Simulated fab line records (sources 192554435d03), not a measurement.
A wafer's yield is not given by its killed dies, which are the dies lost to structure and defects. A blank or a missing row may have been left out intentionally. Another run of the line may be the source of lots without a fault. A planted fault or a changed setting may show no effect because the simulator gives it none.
fab line records	flow n5_finfet	part 2 of 2: steps 24 to 36 of 36
[record] lots = 5	wafers = 15	last_day = 18
route steps=1938 shown STI_FIN_REVEAL@184 DUMMY_GATE@212
lots that met no fault: from a run of the same line without faults
start_h: hours from the record's opening day to when the first of the lot's shown wafers began	wait_h: hours from the lot's prior step to this one	" the same as in the row above	L1.1+2: one row covering several wafers at once	- no value, or no start given	* or withheld: withheld	< > ~ a bound
route shown NAME@n: names a module that has steps shown in the file, with the first one's number in the route	usual: mean/standard deviation of fault-free wafers	same: alike in all rows	chamber/n: place in a boat	sites: per-site readings	_std_site: the values' standard deviation	_edge_site: outer sites' mean less inner sites'	radius_mm: how far each site lies from the wafer's centre	mask NAME#n: copy n	behind: the tool/chamber that last shaped the wafer	hold: reason for holding the lot/hours on hold/outcome of the hold	device: names the non-switching transistor (n, p or np)	end of line: at the end of the route, the tests of the same wafers	a step without rows: its recipe alone	killed: the dies lost at the first sort to structure and to defects; this is not the yield of the wafer	map: per-die view of a wafer (x killed, . not killed, _ where there is no die)
set.NAME: the setting as run; set.NAME@STEP: as run at that earlier step	model.NAME: the simulator's own value behind a step, which no gauge read
lots at some steps of the route; a table a step, a row a wafer
services: the hour from which a tool's chamber was out of use, counted from the record's first day as start_h (under 0 if before that day), plus the number of hours and why
[[steps]]
[step N5_STI_FIN_REVEAL_CD_MEAS_22]
[recipe] target_cd_nm = 6.238	pitch_nm = 28	polarity = line
[usual] cd_nm = 6.23/0.25
lot.wafer	tool	chamber	start_h	wait_h	cd_nm
L075.2	cd_sem-01	-	45.52	0.0	6.17
L075.4	"	-	"	"	6.42
L075.5	"	-	"	"	5.94
L082.2	cd_sem-03	-	88.02	0.0	6.72
L082.3	"	-	"	"	6.49
L082.4	"	-	"	"	5.93
L083.1	cd_sem-03	-	92.44	0.0	6.43
L083.2	"	-	"	"	5.66
L083.3	"	-	"	"	5.92
L088.2	cd_sem-03	-	121.13	0.0	6.43
L088.3	"	-	"	"	5.95
L088.5	"	-	"	"	6.31
L097.1	cd_sem-01	-	175.76	0.0	5.87
L097.5	"	-	"	"	5.88
L097.6	"	-	"	"	6.01
[step N5_STI_FIN_REVEAL_FIN_H_MEAS_10]
[usual] trench_depth_nm = 51.8/0.63
lot.wafer	tool	chamber	start_h	wait_h	trench_depth_nm
L075.2	ocd-01	-	45.55	0.0	51.4
L075.4	"	-	"	"	51.7
L075.5	"	-	"	"	51.3
L082.2	ocd-01	-	88.05	0.0	50.6
L082.3	"	-	"	"	50.9
L082.4	"	-	"	"	51.6
L083.1	ocd-02	-	92.47	0.0	50.8
L083.2	"	-	"	"	50.8
L083.3	"	-	"	"	52.4
L088.2	ocd-01	-	121.16	0.0	53.0
L088.3	"	-	"	"	51.7
L088.5	"	-	"	"	52.5
L097.1	ocd-02	-	175.79	0.0	53.5
L097.5	"	-	"	"	53.2
L097.6	"	-	"	"	52.6
[step N5_STI_FIN_REVEAL_PRECLEAN_18]
[recipe] chemistry = SC2	time_s = 45	temp_c = 35	mix = 1:1:50
lot.wafer	tool	chamber	start_h	wait_h
L075.2+4+5	wet_bench-06	6,0,2	45.58	0.0
L082.2+3+4	wet_bench-01	4,5,6	88.08	0.0
L083.1+2+3	wet_bench-01	1,6,5	92.57	0.1
L088.2+3+5	wet_bench-01	3,4,0	121.19	0.0
L097.1+5+6	wet_bench-06	6,3,1	175.82	0.0
[step N5_STI_FIN_REVEAL_SRD_28]
[recipe] dry = ipa_marangoni	time_s = 30	temp_c = 23	rinse_liquid = diw
lot.wafer	tool	chamber	start_h	wait_h
L075.2+4+5	wet_bench-06	6,0,2	45.60	0.0
L082.2+3+4	wet_bench-01	4,5,6	88.10	0.0
L083.1+2+3	wet_bench-01	1,6,5	92.58	0.0
L088.2+3+5	wet_bench-01	3,4,0	121.20	0.0
L097.1+5+6	wet_bench-06	6,3,1	175.84	0.0
[step N5_STI_FIN_REVEAL_INSPECT_13]
[recipe] inspect_instrument = darkfield	mode = post_clean
[usual] raw_defect_count = 12/4.7
lot.wafer	tool	chamber	start_h	wait_h	raw_defect_count
L075.2	defect_inspect-01	-	45.64	0.0	13
L075.4	"	-	"	"	20
L075.5	"	-	"	"	10
L082.2	defect_inspect-01	-	88.14	0.0	15
L082.3	"	-	"	"	13
L082.4	"	-	"	"	6
L083.1	defect_inspect-01	-	92.62	0.0	16
L083.2	"	-	"	"	11
L083.3	"	-	"	"	14
L088.2	defect_inspect-01	-	121.25	0.0	12
L088.3	"	-	"	"	14
L088.5	"	-	"	"	11
L097.1	defect_inspect-01	-	175.88	0.0	12
L097.5	"	-	"	"	10
L097.6	"	-	"	"	9
[step N5_DUMMY_GATE_PRECLEAN_00]
[recipe] chemistry = O3/DIW	time_s = 60	temp_c = 22	o3_ppm = 10
lot.wafer	tool	chamber	start_h	wait_h
L075.2+4+5	wet_bench-05	1,2,6	45.67	0.0
L082.2+3+4	wet_bench-04	7,5,4	88.17	0.0
L083.1+2+3	wet_bench-02	2,6,4	92.65	0.0
L088.2+3+5	wet_bench-04	4,3,5	121.27	0.0
L097.1+5+6	wet_bench-05	3,6,7	175.91	0.0
[step N5_DUMMY_GATE_SRD_01]
[recipe] time_s = 30	temp_c = 23	rinse_liquid = diw	dry = ipa_marangoni
lot.wafer	tool	chamber	start_h	wait_h
L075.2+4+5	wet_bench-05	1,2,6	45.69	0.0
L082.2+3+4	wet_bench-04	7,5,4	88.18	0.0
L083.1+2+3	wet_bench-02	2,6,4	92.67	0.0
L088.2+3+5	wet_bench-04	4,3,5	121.29	0.0
L097.1+5+6	wet_bench-05	3,6,7	175.93	0.0
[step N5_DUMMY_GATE_ALD_02]
[recipe] material = SiO2	target_thk_a = 20	temp_c = 300	ald_precursor_family = BDEAS	ald_co_reactant = O2-plasma	pulse_time_s = 1	pressure_torr = 2
[usual] heater_power_w = 466/36	precursor_pulse_height_rel = 0.999/0.018
[same] pulse_time_s = 1
lot.wafer	tool	chamber	start_h	wait_h	heater_power_w	precursor_pulse_height_rel
L075.2	ald_sin-02	3	46.30	0.6	502	1.009
L075.4	"	0	"	"	471	0.989
L075.5	"	3	"	"	504	0.990
L082.2	ald_sin-04	0	88.23	0.0	475	0.967
L082.3	"	2	"	"	457	1.007
L082.4	"	3	"	"	487	1.015
L083.1	ald_sin-04	0	95.06	2.4	466	1.016
L083.2	"	2	"	"	476	1.014
L083.3	"	3	"	"	495	1.006
L088.2	ald_sin-01	2	121.34	0.0	483	0.978
L088.3	"	1	"	"	413	0.996
L088.5	"	3	"	"	506	1.031
L097.1	ald_sin-01	2	175.97	0.0	470	1.012
L097.5	"	0	"	"	469	0.985
L097.6	"	1	"	"	389	0.998
[step N5_DUMMY_GATE_CVD_03]
[recipe] material = a-Si	target_thk_a = 1500	temp_c = 530	precursor = SiH4	time_s = 8042
[usual] spike_tc_upper_C = 529.0/0.9
lot.wafer	tool	chamber	start_h	wait_h	spike_tc_upper_C
L075.2	lpcvd-01	1/45	46.40	0.1	529.7
L075.4	"	1/54	"	"	529.7
L075.5	"	1/59	"	"	529.7
L082.2	lpcvd-01	1/95	88.34	0.1	529.5
L082.3	"	1/100	"	"	529.5
L082.4	"	1/104	"	"	529.5
L083.1	lpcvd-01	1/90	95.16	0.1	528.9
L083.2	"	1/95	"	"	528.9
L083.3	"	1/100	"	"	528.9
L088.2	lpcvd-01	1/70	121.44	0.1	529.4
L088.3	"	1/75	"	"	529.4
L088.5	"	1/84	"	"	529.4
L097.1	lpcvd-02	1/40	176.27	0.3	530.0
L097.5	"	1/59	"	"	530.0
L097.6	"	1/64	"	"	530.0
[step N5_DUMMY_GATE_PRECLEAN_46]
[recipe] chemistry = DIW	time_s = 89.5	temp_c = 23
lot.wafer	tool	chamber	start_h	wait_h
L075.2+4+5	wet_bench-05	7,3,1	50.08	0.0
L082.2+3+4	wet_bench-05	3,1,0	92.01	0.0
L083.1+2+3	wet_bench-05	2,3,7	98.85	0.0
L088.2+3+5	wet_bench-04	6,1,7	125.13	0.0
L097.1+5+6	wet_bench-02	1,7,4	179.95	0.0
[step N5_DUMMY_GATE_SRD_47]
[recipe] dry_time_s = 32	dry = n2_spin	spin_rpm = 1500
lot.wafer	tool	chamber	start_h	wait_h
L075.2+4+5	wet_bench-05	7,3,1	50.10	0.0
L082.2+3+4	wet_bench-05	3,1,0	92.04	0.0
L083.1+2+3	wet_bench-05	2,3,7	98.88	0.0
L088.2+3+5	wet_bench-04	6,1,7	125.16	0.0
L097.1+5+6	wet_bench-02	1,7,4	179.97	0.0
[step N5_DUMMY_GATE_CMP_04]
[recipe] material = a-Si	post_cmp_clean = alkaline_brush
[usual] edge_zone_pressure_frac = 1.000/0.0049	motor_current_A = 10.1/1.2	time_to_endpoint_s = 13.9/2.1
lot.wafer	tool	chamber	start_h	wait_h	edge_zone_pressure_frac	motor_current_A	time_to_endpoint_s
L075.2	cmp-03	1	50.14	0.0	1.010	10.3	15.4
L075.4	"	0	"	"	0.993	10.6	14.9
L075.5	"	1	"	"	1.007	9.9	16.6
L082.4	cmp-02	3	92.07	0.0	1.001	11.5	16.3
L082.2	"	0	"	"	1.000	8.1	11.5
L082.3	"	1	"	"	0.998	8.9	13.5
L083.1	cmp-01	3	98.91	0.0	0.998	9.8	15.5
L083.3	"	1	"	"	0.993	9.0	17.3
L083.2	"	2	"	"	0.995	8.5	15.0
L088.3	cmp-01	0	125.19	0.0	0.998	10.7	13.4
L088.2	"	3	"	"	0.994	9.9	13.0
L088.5	"	0	"	"	0.999	11.1	15.0
L097.1	cmp-02	1	180.01	0.0	1.006	9.1	14.5
L097.6	"	1	"	"	1.002	9.1	13.9
L097.5	"	2	"	"	0.995	13.1	16.4
[step N5_DUMMY_GATE_THK_MEAS_05]
[usual] thk_nm = 72.0/1
lot.wafer	tool	chamber	start_h	wait_h	thk_nm
L075.2	film_metro-02	-	50.38	0.2	72.0
L075.4	"	-	"	"	72.4
L075.5	"	-	"	"	72.6
L082.2	film_metro-01	-	92.31	0.2	72.0
L082.3	"	-	"	"	73.0
L082.4	"	-	"	"	73.0
L083.1	film_metro-01	-	99.15	0.2	73.2
L083.2	"	-	"	"	73.1
L083.3	"	-	"	"	73.0
L088.2	film_metro-01	-	125.43	0.1	69.2
L088.3	"	-	"	"	70.8
L088.5	"	-	"	"	70.0
L097.1	film_metro-01	-	180.25	0.2	70.7
L097.5	"	-	"	"	71.5
L097.6	"	-	"	"	71.3
[[services]]
tool	chamber	start_h	hours	kind
ald_sin-02	2	16.36	9.8	repair
cmp-01	-	18.50	7.1	pm
fcvd-02	0	23.23	42.3	repair
cmp-01	-	25.61	4.0	pm
remote_plasma-02	-	25.99	0.8	repair
rie_diel-05	1	40.94	2.4	repair
cmp-04	-	45.85	4.0	pm
rie_si-01	3	46.02	3.3	repair
ald_sin-02	2	46.88	10.9	repair
ald_sin-02	1	50.05	61.4	repair
rie_diel-05	2	52.94	3.9	repair
ald_sin-02	-	56.50	0.8	repair
ald_sin-01	0	60.25	10.6	repair
wet_bench-06	-	66.94	1.3	repair
ald_sin-01	-	68.04	14.6	pm
plasma_asher-02	-	70.22	0.7	repair
rie_diel-05	3	85.44	2.8	repair
ald_sin-01	-	85.75	14.0	pm
cmp-01	-	91.32	4.6	pm
wet_bench-01	-	98.76	3.3	repair
wet_bench-02	-	119.07	3.8	repair
cmp-01	-	120.55	1.3	repair
vapor_etch-01	0	160.31	6.5	repair
remote_plasma-02	-	180.05	0.2	repair
